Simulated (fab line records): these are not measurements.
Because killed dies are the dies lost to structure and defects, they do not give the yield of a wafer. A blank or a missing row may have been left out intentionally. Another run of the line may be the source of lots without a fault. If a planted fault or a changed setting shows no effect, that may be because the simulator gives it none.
fab line records	flow n5-finfet
[record] lots = 7	wafers = 39
route steps=1938 shown BEOL_M6@1239 BEOL_M8@1368 BEOL_M9@1401 BEOL_M11@1579
start-h: hours from the record's first day to the start of the lot's first wafer shown	wait-h: time in hours since the lot's previous step	" identical to the entry in the row above	L1.1+2: several wafers, shown together as one row	- no value, or no start was given	* or withheld: withheld	< > ~ a bound
route shown NAME@n: a module of which the file shows steps, and the number in the route of the first	usual: the fault-free wafers' mean and standard deviation	same: alike in all rows	chamber/n: place in a boat	sites: readings site by site	_std_site: standard deviation of those values	_edge_site: outer sites' mean less inner sites'	radius-mm: for every site, how far away it sits from the centre of the wafer	mask NAME#n: copy n	behind: tool/chamber where the wafer was last shaped	hold: what put the lot on hold/how long, in hours/how the hold closed	device: which transistor (n, p or np) failed to switch	end of line: at the end of the route, the tests of the same wafers	for a step that has no rows: nothing shown but its recipe	killed: not the wafer's yield, but the dies lost to structure and defects at the first sort	map: a wafer's dies, marking killed ones x, the rest . and places with no die _
set.NAME: the setting that was run; set.NAME@STEP: the one run at that earlier step	model.NAME: the simulator's own value behind a step, which no gauge read
lots whose settings were changed on purpose; a table a step, a row a wafer
[[steps]]
[step N5_BEOL_M6_TRENCH_ETCH_37]
[recipe] chemistry = C4F6/O2	target-depth-a = 944.35	target = SiCOH_lowk	time-s = 31.5	ion-energy-ev = 250	pressure-mtorr = 30	source-w = 345	bias-w = 185	Ar_flow_sccm = 300	C4F6_flow_sccm = 10	O2_flow_sccm = 10
lot.wafer	tool	chamber	start-h	wait-h	set.target-depth-a	model.etch.depth-nm	model.BEOL_M6.feature-depth-nm	model.TiN_of_BEOL_M6_HM_DEP_02.thk-nm
L078.1	rie-diel-06	3	-	-	1155	111.9	111.8	16.6
L078.2	"	2	"	"	944.35	95.54	95.6	17.4
L078.3	"	0	"	"	1155	117.1	117	16.4
L078.4	"	1	"	"	944.35	94.57	94.6	17.2
L078.5	"	3	"	"	944.35	90.78	90.8	17
L078.6	"	2	"	"	1155	116.2	116.2	16.4
L081.1	rie-diel-05	0	-	-	944.35	94.89	94.8	16.8
L081.2	"	3	"	"	944.35	91.34	91.4	17.2
L081.3	"	1	"	"	944.35	96.71	96.8	17
L081.4	"	2	"	"	944.35	93.05	93	17
L081.5	"	0	"	"	944.35	94.22	94.2	17
L081.6	"	3	"	"	944.35	91.93	92	17.2
L082.1	rie-diel-02	1	-	-	944.35	92.68	92.6	17.6
L082.2	"	3	"	"	628.6	62.02	62	18.4
L082.3	"	0	"	"	628.6	62.76	62.8	18.6
L082.4	"	2	"	"	944.35	92.81	92.8	17.8
L082.5	"	3	"	"	944.35	92.41	92.4	17.4
L082.6	"	0	"	"	628.6	63.05	63	18.4
L086.2	rie-diel-05	2	-	-	944.35	93.77	93.8	17.6
L086.3	"	3	"	"	944.35	91.25	91.2	17.4
L086.4	"	0	"	"	944.35	94.21	94.2	17.6
L092.1	rie-diel-02	2	-	-	1209	120.8	120.8	16.6
L092.2	"	0	"	"	1209	123.5	123.6	16
L092.3	"	1	"	"	944.35	93.78	93.8	17.2
L092.4	"	3	"	"	1209	122.3	122.4	16.2
L092.5	"	0	"	"	944.35	95.75	95.8	16.8
L092.6	"	1	"	"	944.35	94.35	94.4	17
L095.1	rie-diel-05	3	-	-	944.35	92.44	92.4	17.4
L095.2	"	0	"	"	1091	109.1	109.2	17
L095.3	"	1	"	"	1091	112	112	16.8
L095.4	"	0	"	"	1091	109	109	16.8
L095.5	"	1	"	"	944.35	97.21	97.2	17.4
L095.6	"	3	"	"	944.35	91.44	91.4	17.4
L097.1	rie-diel-02	1	-	-	944.35	95.32	95.4	17
L097.2	"	2	"	"	944.35	94.61	94.6	17
L097.3	"	0	"	"	1333	135.7	135.6	16.2
L097.4	"	3	"	"	1333	136	136	16.2
L097.5	"	1	"	"	944.35	94.93	95	17.2
L097.6	"	0	"	"	1333	136.7	136.6	16
[step N5_BEOL_M6_ETCH_41]
[recipe] chemistry = CH3F/O2	target = SiCN	target-depth-a = 297	taper-deg = 2	time-s = 52	ion-energy-ev = 120	mask-material = TiN	pressure-mtorr = 30	source-w = 395	bias-w = 75	Ar_flow_sccm = 150	CH3F_flow_sccm = 30	O2_flow_sccm = 20
[step N5_BEOL_M6_STRIP_80]
[recipe] chemistry = N2/H2	time-s = 10	power-w = 450	temp-c = 40	pressure-mtorr = 20	rf-frequency-hz = 6e+07	bias-power-w = 7	n2-flow-sccm = 200	h2-flow-sccm = 200
[step N5_BEOL_M6_OCD_MEAS_38]
[usual] trench-depth-nm = 94.1/1.8
lot.wafer	tool	chamber	start-h	wait-h	set.target-depth-a@BEOL_M6_TRENCH_ETCH_37	trench-depth-nm
L078.1	ocd-02	-	207.75	-	1155	111.8
L078.2	"	-	"	"	944.35	95.1
L078.3	"	-	"	"	1155	116.7
L078.4	"	-	"	"	944.35	94.2
L078.5	"	-	"	"	944.35	90.9
L078.6	"	-	"	"	1155	116.0
L081.1	ocd-02	-	225.18	-	944.35	94.9
L081.2	"	-	"	"	944.35	91.8
L081.3	"	-	"	"	944.35	96.7
L081.4	"	-	"	"	944.35	93.6
L081.5	"	-	"	"	944.35	94.2
L081.6	"	-	"	"	944.35	92.2
L082.1	ocd-01	-	234.25	-	944.35	92.5
L082.2	"	-	"	"	628.6	61.7
L082.3	"	-	"	"	628.6	62.4
L082.4	"	-	"	"	944.35	92.9
L082.5	"	-	"	"	944.35	92.5
L082.6	"	-	"	"	628.6	63.0
L086.2	ocd-02	-	251.98	-	944.35	94.0
L086.3	"	-	"	"	944.35	90.9
L086.4	"	-	"	"	944.35	94.3
L092.1	ocd-01	-	300.28	-	1209	120.5
L092.2	"	-	"	"	1209	123.4
L092.3	"	-	"	"	944.35	94.1
L092.4	"	-	"	"	1209	122.4
L092.5	"	-	"	"	944.35	96.2
L092.6	"	-	"	"	944.35	94.4
L095.1	ocd-02	-	312.16	-	944.35	92.3
L095.2	"	-	"	"	1091	109.2
L095.3	"	-	"	"	1091	112.1
L095.4	"	-	"	"	1091	108.9
L095.5	"	-	"	"	944.35	97.6
L095.6	"	-	"	"	944.35	90.9
L097.1	ocd-01	-	335.64	-	944.35	95.3
L097.2	"	-	"	"	944.35	94.8
L097.3	"	-	"	"	1333	135.5
L097.4	"	-	"	"	1333	136.0
L097.5	"	-	"	"	944.35	94.9
L097.6	"	-	"	"	1333	136.6
[step N5_BEOL_M6_HM_STRIP_39]
[recipe] chemistry = peroxide-tin-strip	material = TiN	target-depth-a = 250	temp-c = 50	time-s = 158
[step N5_BEOL_M6_SRD_40]
[recipe] time-s = 30	temp-c = 23	rinse-liquid = diw	dry = ipa-marangoni
[step N5_BEOL_M6_ECD_50]
[recipe] material = Cu	target-thk-a = 3000
[step N5_BEOL_M6_ANNEAL_51]
[recipe] temp-c = 225	time-s = 90	ambient = N2
[step N5_BEOL_M6_CMP_52]
[recipe] stop-on = SiCOH_lowk	t-overpolish-s = 6.9	down-force-psi = 1	platen-rpm = 50	clearing-platen-down-force-psi = 1.5	clearing-platen-rpm = 50	post-cmp-clean = cu-alkaline	target-thk-nm = 80	clearing-platen-pad-velocity-m-s = 0.99484	pad-velocity-m-s = 0.99484
lot.wafer	tool	chamber	start-h	wait-h	set.target-depth-a@BEOL_M6_TRENCH_ETCH_37	model.Cu_of_BEOL_M6_ECD_50.thk-nm
L078.4+2	cmp-01	3,2	211.41	0.1	944.35	80.4
L078.1	"	0	"	"	1155	97.6
L078.3	"	1	"	"	1155	101.4
L078.5	"	3	"	"	944.35	76.4
L078.6	"	0	"	"	1155	102.6
L081.1	cmp-01	0	227.33	0.3	944.35	79.8
L081.2	"	1	"	"	944.35	75.2
L081.3	"	2	"	"	944.35	80.6
L081.4	"	3	"	"	944.35	78.8
L081.6	"	0	"	"	944.35	75.6
L081.5	"	1	"	"	944.35	77.6
L082.3	cmp-01	2	235.99	0.2	628.6	46.6
L082.2	"	3	"	"	628.6	44.8
L082.4	"	0	"	"	944.35	75.2
L082.1	"	1	"	"	944.35	76
L082.5	"	2	"	"	944.35	75
L082.6	"	3	"	"	628.6	47
L086.3	cmp-04	1	253.95	0.2	944.35	75.8
L086.2	"	3	"	"	944.35	78.2
L086.4	"	0	"	"	944.35	80.8
L092.4	cmp-03	0	303.45	0.1	1209	108.8
L092.2	"	1	"	"	1209	109.2
L092.1	"	2	"	"	1209	105.8
L092.3+6	"	3,1	"	"	944.35	81
L092.5	"	0	"	"	944.35	83.2
L095.3	cmp-01	3	314.26	0.2	1091	96.6
L095.4	"	0	"	"	1091	93.8
L095.1	"	1	"	"	944.35	76.8
L095.2	"	2	"	"	1091	94
L095.5	"	3	"	"	944.35	82
L095.6	"	0	"	"	944.35	74.6
L097.3	cmp-03	2	339.48	0.2	1333	121.2
L097.2	"	3	"	"	944.35	80.2
L097.1	"	0	"	"	944.35	80.8
L097.4	"	1	"	"	1333	122.2
L097.6	"	2	"	"	1333	122.6
L097.5	"	3	"	"	944.35	80.6
[step N5_BEOL_M6_THK_MEAS_53]
[recipe] thk-meas-gauge = xrf	reads = Cu_of_BEOL_M6_ECD_50
[usual] M6_THK = 79.0/2.4
lot.wafer	tool	chamber	start-h	wait-h	set.target-depth-a@BEOL_M6_TRENCH_ETCH_37	M6_THK[nm]
L078.1	film-metro-01	-	211.71	-	1155	97.1
L078.2	"	-	"	"	944.35	80.2
L078.3	"	-	"	"	1155	100.7
L078.4	"	-	"	"	944.35	80.3
L078.5	"	-	"	"	944.35	76.1
L078.6	"	-	"	"	1155	102.0
L081.1	film-metro-01	-	227.63	-	944.35	79.1
L081.2	"	-	"	"	944.35	74.6
L081.3	"	-	"	"	944.35	80.0
L081.4	"	-	"	"	944.35	78.4
L081.5	"	-	"	"	944.35	76.7
L081.6	"	-	"	"	944.35	74.8
L082.1	film-metro-01	-	236.28	-	944.35	74.9
L082.2	"	-	"	"	628.6	44.0
L082.3	"	-	"	"	628.6	45.8
L082.4	"	-	"	"	944.35	73.8
L082.5	"	-	"	"	944.35	73.8
L082.6	"	-	"	"	628.6	46.1
L086.2	film-metro-02	-	254.25	-	944.35	78.1
L086.3	"	-	"	"	944.35	75.9
L086.4	"	-	"	"	944.35	80.6
L092.1	film-metro-02	-	303.74	-	1209	106.0
L092.2	"	-	"	"	1209	109.7
L092.3	"	-	"	"	944.35	80.8
L092.4	"	-	"	"	1209	108.5
L092.5	"	-	"	"	944.35	83.1
L092.6	"	-	"	"	944.35	80.6
L095.1	film-metro-01	-	314.56	-	944.35	76.1
L095.2	"	-	"	"	1091	92.9
L095.3	"	-	"	"	1091	95.4
L095.4	"	-	"	"	1091	92.2
L095.5	"	-	"	"	944.35	80.9
L095.6	"	-	"	"	944.35	73.5
L097.1	film-metro-01	-	339.78	-	944.35	79.3
L097.2	"	-	"	"	944.35	78.6
L097.3	"	-	"	"	1333	118.7
L097.4	"	-	"	"	1333	120.1
L097.5	"	-	"	"	944.35	79.2
L097.6	"	-	"	"	1333	120.4
[step N5_BEOL_M6_PRE_CLEAN_55]
[recipe] gas = NH3	time-s = 15	temp-c = withheld	rf-power-w = 300
[step N5_BEOL_M6_DEP_56]
[recipe] material = SiCN	target-thk-a = 100	temp-c = withheld	precursor = 3MS/NH3	pressure-torr = 3	rf-w = 202	time-s = 17.5
[step N5_BEOL_M6_RS_MEAS_57]
[recipe] thk-meas-gauge = four-point-probe	reads = Cu_of_BEOL_M6_ECD_50+Co_of_BEOL_M6_CVD_78+TaN_of_BEOL_M6_ALD_77
[usual] M6_RS = 0.289/0.0096
lot.wafer	tool	chamber	start-h	wait-h	set.target-depth-a@BEOL_M6_TRENCH_ETCH_37	M6_RS[ohm/sq]
L078.1	film-metro-02	-	211.84	0.1	1155	0.228
L078.2	"	-	"	"	944.35	0.285
L078.3	"	-	"	"	1155	0.218
L078.4	"	-	"	"	944.35	0.285
L078.5	"	-	"	"	944.35	0.302
L078.6	"	-	"	"	1155	0.215
L081.1	film-metro-01	-	227.76	0.1	944.35	0.286
L081.2	"	-	"	"	944.35	0.307
L081.3	"	-	"	"	944.35	0.283
L081.4	"	-	"	"	944.35	0.290
L081.5	"	-	"	"	944.35	0.297
L081.6	"	-	"	"	944.35	0.305
L082.1	film-metro-01	-	236.45	0.1	944.35	0.303
L082.2	"	-	"	"	628.6	0.583
L082.3	"	-	"	"	628.6	0.553
L082.4	"	-	"	"	944.35	0.307
L082.5	"	-	"	"	944.35	0.308
L082.6	"	-	"	"	628.6	0.547
L086.2	film-metro-02	-	254.41	0.1	944.35	0.294
L086.3	"	-	"	"	944.35	0.305
L086.4	"	-	"	"	944.35	0.282
L092.1	film-metro-02	-	303.87	0.1	1209	0.207
L092.2	"	-	"	"	1209	0.200
L092.3	"	-	"	"	944.35	0.283
L092.4	"	-	"	"	1209	0.201
L092.5	"	-	"	"	944.35	0.273
L092.6	"	-	"	"	944.35	0.282
L095.1	film-metro-02	-	314.69	0.1	944.35	0.300
L095.2	"	-	"	"	1091	0.236
L095.3	"	-	"	"	1091	0.230
L095.4	"	-	"	"	1091	0.238
L095.5	"	-	"	"	944.35	0.278
L095.6	"	-	"	"	944.35	0.310
L097.1	film-metro-02	-	339.91	0.1	944.35	0.283
L097.2	"	-	"	"	944.35	0.286
L097.3	"	-	"	"	1333	0.178
L097.4	"	-	"	"	1333	0.176
L097.5	"	-	"	"	944.35	0.283
L097.6	"	-	"	"	1333	0.175
[step N5_BEOL_M8_DESCUM_33]
[recipe] chemistry = O2	time-s = 7	source-power-w = 50	bias-power-w = 20	pressure-mtorr = 20	rf-frequency-hz = 2.712e+07	temp-c = 40	resist = CAR-EUV	o2-flow-sccm = 225
lot.wafer	tool	chamber	start-h	wait-h	set.time-s	model.CAR-EUV_of_BEOL_M8_COAT_22.thk-nm
L078.1+2+3	rie-diel-06	3,1,2	222.50	0.6	3.662	27.6
L078.4+5	"	1,3	"	"	7	26
L078.6	"	2	"	"	7	25.8
L081.1+5	rie-diel-06	2,3	240.56	0.0	4.143	27.6
L081.2	"	1	"	"	4.143	27.4
L081.3	"	3	"	"	7	26.2
L081.4+6	"	0,2	"	"	7	26
L082.1+2	rie-diel-02	2,1	250.05	0.2	9.525	24.8
L082.3+4+6	"	0,3,3	"	"	7	26
L082.5	"	2	"	"	9.525	24.6
L086.2+3+4	rie-diel-05	2,3,1	265.93	0.1	7	26
L092.1+3+5	rie-diel-05	3,0,0	316.59	0.3	2.887	28
L092.2+4+6	"	1,3,1	"	"	7	26
L095.1+2+5	rie-diel-05	0,3,3	334.96	0.0	8.065	25.6
L095.3+6	"	2	"	"	7	26.2
L095.4	"	1	"	"	7	26
L097.1+4	rie-diel-06	1,3	354.77	0.7	7	26.2
L097.2+3+5+6	"	2,0,3,2	"	"	7	26
[step N5_BEOL_M8_ETCH_72]
[recipe] chemistry = N2/H2	target = underlayer	target-depth-a = 65	mask-material = CAR-EUV	time-s = 5.2	ion-energy-ev = 200	pressure-mtorr = 30	source-w = 840	bias-w = 150	n2-flow-sccm = 200	h2-flow-sccm = 200	ends = cleared
lot.wafer	tool	chamber	start-h	wait-h	set.time-s@BEOL_M8_DESCUM_33	model.CAR-EUV_of_BEOL_M8_COAT_22.thk-nm
L078.1+2+3	rie-diel-06	3,1,2	222.53	0.0	3.662	21.8
L078.4+5+6	"	1,3,2	"	"	7	20.2
L081.1+5	rie-diel-06	2,3	240.59	0.0	4.143	21.8
L081.2	"	1	"	"	4.143	21.6
L081.3	"	3	"	"	7	20.4
L081.4+6	"	0,2	"	"	7	20.2
L082.1+2+5	rie-diel-02	2,1,2	250.08	0.0	9.525	19
L082.3+4+6	"	0,3,3	"	"	7	20.2
L086.2+4	rie-diel-05	2,1	265.96	0.0	7	20.2
L086.3	"	3	"	"	7	20.4
L092.1+3+5	rie-diel-05	3,0,0	316.62	0.0	2.887	22.2
L092.2+4+6	"	1,3,1	"	"	7	20.2
L095.1	rie-diel-05	0	334.99	0.0	8.065	19.8
L095.2+5	"	3	"	"	8.065	20
L095.3+4+6	"	2,1,2	"	"	7	20.4
L097.1+2+3+4+5+6	rie-diel-06	1,2,0,3,3,2	354.80	0.0	7	20.4
[step N5_BEOL_M9_ILD_DEP_00]
[recipe] material = SiCOH_lowk	target-thk-a = 3085.1	temp-c = 300	precursor = DEMS/porogen	pressure-torr = 5	rf-w = 500	time-s = 58
lot.wafer	tool	chamber	start-h	wait-h	set.target-thk-a	model.SiCOH_lowk_of_BEOL_M9_ILD_DEP_00.thk-nm
L078.1	pecvd-01	0	226.40	0.0	3639	363
L078.2	"	1	"	"	3639	360.4
L078.3	"	2	"	"	3085.1	304.6
L078.4	"	0	"	"	3085.1	312.4
L078.5	"	1	"	"	3639	364.4
L078.6	"	2	"	"	3085.1	311.6
L081.1	pecvd-02	0	243.71	0.0	3085.1	307
L081.2	"	1	"	"	3085.1	302.8
L081.3	"	1	"	"	3085.1	308.8
L081.4	"	0	"	"	3085.1	308.2
L081.5	"	0	"	"	3085.1	307.6
L081.6	"	1	"	"	3085.1	311
L082.1	pecvd-04	2	253.96	0.0	3757	373.8
L082.2	"	0	"	"	3757	370.6
L082.3	"	1	"	"	3085.1	307.6
L082.4	"	2	"	"	3757	379.6
L082.5	"	0	"	"	3085.1	305.8
L082.6	"	1	"	"	3085.1	310.8
L086.2	pecvd-01	0	270.65	0.0	3085.1	307.4
L086.3	"	2	"	"	3085.1	304.4
L086.4	"	0	"	"	3085.1	309.6
L092.1	pecvd-04	2	320.40	0.0	3085.1	304.8
L092.2	"	0	"	"	3085.1	307.2
L092.3	"	2	"	"	2283	234.2
L092.4	"	0	"	"	2283	226.6
L092.5	"	2	"	"	2283	232
L092.6	"	0	"	"	3085.1	309.2
L095.1	pecvd-02	0	339.21	0.0	3085.1	307
L095.2	"	1	"	"	2608	265.8
L095.3	"	2	"	"	3085.1	302.8
L095.4	"	2	"	"	2608	259
L095.5	"	1	"	"	3085.1	313.8
L095.6	"	0	"	"	2608	260.4
L097.1	pecvd-01	0	360.50	0.0	3085.1	312
L097.2	"	1	"	"	3085.1	305.4
L097.3	"	1	"	"	3085.1	313.4
L097.4	"	0	"	"	3085.1	315.6
L097.5	"	1	"	"	3085.1	313.8
L097.6	"	0	"	"	3085.1	316.4
[step N5_BEOL_M9_CURE_71]
[recipe] temp-c = 385	time-s = 240	ambient = He/Ar	material = SiCOH_lowk
lot.wafer	tool	chamber	start-h	wait-h	set.target-thk-a@BEOL_M9_ILD_DEP_00	model.SiCOH_lowk_of_BEOL_M9_ILD_DEP_00.thk-nm
L078.1	uv-cure-03	2	226.48	0.0	3639	316.2
L078.2	"	2	"	"	3639	314
L078.3	"	2	"	"	3085.1	264.6
L078.4	"	2	"	"	3085.1	271.4
L078.5	"	2	"	"	3639	317.6
L078.6	"	2	"	"	3085.1	270.8
L081.1	uv-cure-01	0	243.82	0.1	3085.1	266.6
L081.2	"	0	"	"	3085.1	263
L081.3	"	0	"	"	3085.1	268.2
L081.4	"	0	"	"	3085.1	267.8
L081.5	"	0	"	"	3085.1	267.2
L081.6	"	0	"	"	3085.1	270.2
L082.1	uv-cure-02	2	254.04	0.0	3757	326
L082.2	"	2	"	"	3757	323
L082.3	"	2	"	"	3085.1	267.2
L082.4	"	2	"	"	3757	331
L082.5	"	2	"	"	3085.1	265.6
L082.6	"	2	"	"	3085.1	270
L086.2	uv-cure-03	2	270.81	0.1	3085.1	267
L086.3	"	2	"	"	3085.1	264.4
L086.4	"	2	"	"	3085.1	269
L092.1	uv-cure-02	0	320.50	0.1	3085.1	264.6
L092.2	"	0	"	"	3085.1	266.8
L092.3	"	0	"	"	2283	202.6
L092.4	"	0	"	"	2283	195.8
L092.5	"	0	"	"	2283	200.6
L092.6	"	0	"	"	3085.1	268.6
L095.1	uv-cure-03	1	339.29	0.0	3085.1	266.6
L095.2	"	1	"	"	2608	230.2
L095.3	"	1	"	"	3085.1	263
L095.4	"	1	"	"	2608	224.4
L095.5	"	1	"	"	3085.1	272.6
L095.6	"	1	"	"	2608	225.6
L097.1	uv-cure-03	2	360.61	0.1	3085.1	271
L097.2	"	2	"	"	3085.1	265.2
L097.3	"	2	"	"	3085.1	272.4
L097.4	"	2	"	"	3085.1	274.2
L097.5	"	2	"	"	3085.1	272.6
L097.6	"	2	"	"	3085.1	274.8
[step N5_BEOL_M9_THK_MEAS_01]
[recipe] reads = SiCOH_lowk_of_BEOL_M9_ILD_DEP_00
[usual] M9_ILD_THK = 267/3.5
lot.wafer	tool	chamber	start-h	wait-h	set.target-thk-a@BEOL_M9_ILD_DEP_00	M9_ILD_THK[nm]
L078.1	film-metro-01	-	226.99	0.4	3639	316
L078.2	"	-	"	"	3639	314
L078.3	"	-	"	"	3085.1	265
L078.4	"	-	"	"	3085.1	271
L078.5	"	-	"	"	3639	318
L078.6	"	-	"	"	3085.1	271
L081.1	film-metro-01	-	244.33	0.4	3085.1	267
L081.2	"	-	"	"	3085.1	263
L081.3	"	-	"	"	3085.1	268
L081.4	"	-	"	"	3085.1	268
L081.5	"	-	"	"	3085.1	267
L081.6	"	-	"	"	3085.1	270
L082.1	film-metro-02	-	255.03	0.8	3757	326
L082.2	"	-	"	"	3757	323
L082.3	"	-	"	"	3085.1	267
L082.4	"	-	"	"	3757	331
L082.5	"	-	"	"	3085.1	266
L082.6	"	-	"	"	3085.1	270
L086.2	film-metro-01	-	271.24	0.4	3085.1	267
L086.3	"	-	"	"	3085.1	264
L086.4	"	-	"	"	3085.1	269
L092.1	film-metro-02	-	321.02	0.4	3085.1	265
L092.2	"	-	"	"	3085.1	267
L092.3	"	-	"	"	2283	202
L092.4	"	-	"	"	2283	196
L092.5	"	-	"	"	2283	200
L092.6	"	-	"	"	3085.1	268
L095.1	film-metro-02	-	339.80	0.4	3085.1	267
L095.2	"	-	"	"	2608	230
L095.3	"	-	"	"	3085.1	263
L095.4	"	-	"	"	2608	225
L095.5	"	-	"	"	3085.1	272
L095.6	"	-	"	"	2608	226
L097.1	film-metro-02	-	361.12	0.4	3085.1	271
L097.2	"	-	"	"	3085.1	265
L097.3	"	-	"	"	3085.1	273
L097.4	"	-	"	"	3085.1	274
L097.5	"	-	"	"	3085.1	273
L097.6	"	-	"	"	3085.1	275
[step N5_BEOL_M11_ETCH_41]
[recipe] chemistry = CH3F/O2	target = SiCN	target-depth-a = 426	taper-deg = 2	time-s = 86	ion-energy-ev = 120	mask-material = TiN	pressure-mtorr = 30	source-w = 395	bias-w = 75	Ar_flow_sccm = 150	CH3F_flow_sccm = 30	O2_flow_sccm = 20
lot.wafer	tool	chamber	start-h	wait-h	set.time-s	model.etch.depth-nm
L078.1	rie-diel-01	0	-	-	86	32.64
L078.2	"	3	"	"	86	32.86
L078.3+5	"	2	"	"	86	34.05
L078.4	"	1	"	"	86	32.39
L078.6	"	3	"	"	86	32.63
L081.1	rie-diel-04	1	-	-	86	32.12
L081.2	"	3	"	"	86	31.62
L081.3	"	2	"	"	86	32.43
L081.4	"	0	"	"	128.7	49.5
L081.5	"	2	"	"	128.7	47.48
L081.6	"	3	"	"	128.7	47.05
L082.1	rie-diel-03	0	-	-	117.6	44.49
L082.2	"	2	"	"	117.6	44.15
L082.3	"	3	"	"	117.6	43.31
L082.4	"	3	"	"	86	31.94
L082.5	"	2	"	"	86	32.23
L082.6	"	0	"	"	86	32.05
L086.2	rie-diel-01	1	-	-	86	32.19
L086.3	"	3	"	"	86	32.32
L086.4	"	2	"	"	86	33.94
L092.1	rie-diel-01	0	-	-	86	31.91
L092.2	"	3	"	"	113.2	42.94
L092.3	"	2	"	"	113.2	44.18
L092.4	"	2	"	"	86	33.52
L092.5	"	0	"	"	113.2	42.65
L092.6	"	3	"	"	86	32.52
L095.1	rie-diel-01	1	-	-	119.8	46.61
L095.2	"	2	"	"	86	33.78
L095.3	"	0	"	"	119.8	45.84
L095.4	"	1	"	"	86	33.4
L095.5	"	2	"	"	86	33.72
L095.6	"	0	"	"	119.8	45.6
L097.1	rie-diel-01	1	-	-	86	33.11
L097.2	"	2	"	"	86	33.49
L097.3	"	0	"	"	67.98	25.76
L097.4	"	3	"	"	86	32.4
L097.5	"	1	"	"	67.98	26.16
L097.6	"	0	"	"	67.98	25.72
[[key]]
[split] step = N5_BEOL_M6_TRENCH_ETCH_37	setting = target-depth-a	stated = 944.35	by = wafer
[response] step = N5_BEOL_M6_TRENCH_ETCH_37	reading = model.etch.depth-nm	change = +0.97	per = 1%	r = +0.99
[response] step = N5_BEOL_M6_TRENCH_ETCH_37	reading = model.BEOL_M6.feature-depth-nm	change = +0.968	per = 1%	r = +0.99
[response] step = N5_BEOL_M6_TRENCH_ETCH_37	reading = model.TiN_of_BEOL_M6_HM_DEP_02.thk-nm	change = -0.026	per = 1%	r = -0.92
[response] step = N5_BEOL_M6_OCD_MEAS_38	reading = trench-depth-nm	change = +0.968	per = 1%	r = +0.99
[response] step = N5_BEOL_M6_CMP_52	reading = model.Cu_of_BEOL_M6_ECD_50.thk-nm	change = +0.96	per = 1%	r = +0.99
[response] step = N5_BEOL_M6_THK_MEAS_53	reading = M6_THK	change = +0.949	per = 1%	r = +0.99
[response] step = N5_BEOL_M6_RS_MEAS_57	reading = M6_RS	shape = bent	at-lowest = 0.561	at-stated = 0.292	at-highest = 0.176
[split] step = N5_BEOL_M8_DESCUM_33	setting = time-s	stated = 7	by = wafer
[response] step = N5_BEOL_M8_DESCUM_33	reading = model.CAR-EUV_of_BEOL_M8_COAT_22.thk-nm	change = -0.0348	per = 1%	r = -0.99
[response] step = N5_BEOL_M8_ETCH_72	reading = model.CAR-EUV_of_BEOL_M8_COAT_22.thk-nm	change = -0.0341	per = 1%	r = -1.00
[split] step = N5_BEOL_M9_ILD_DEP_00	setting = target-thk-a	stated = 3085.1	by = wafer
[response] step = N5_BEOL_M9_ILD_DEP_00	reading = model.SiCOH_lowk_of_BEOL_M9_ILD_DEP_00.thk-nm	change = +2.98	per = 1%	r = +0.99
[response] step = N5_BEOL_M9_CURE_71	reading = model.SiCOH_lowk_of_BEOL_M9_ILD_DEP_00.thk-nm	change = +2.63	per = 1%	r = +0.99
[response] step = N5_BEOL_M9_THK_MEAS_01	reading = M9_ILD_THK	change = +2.63	per = 1%	r = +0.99
[split] step = N5_BEOL_M11_ETCH_41	setting = time-s	stated = 86	by = wafer
[response] step = N5_BEOL_M11_ETCH_41	reading = model.etch.depth-nm	change = +0.324	per = 1%	r = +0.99
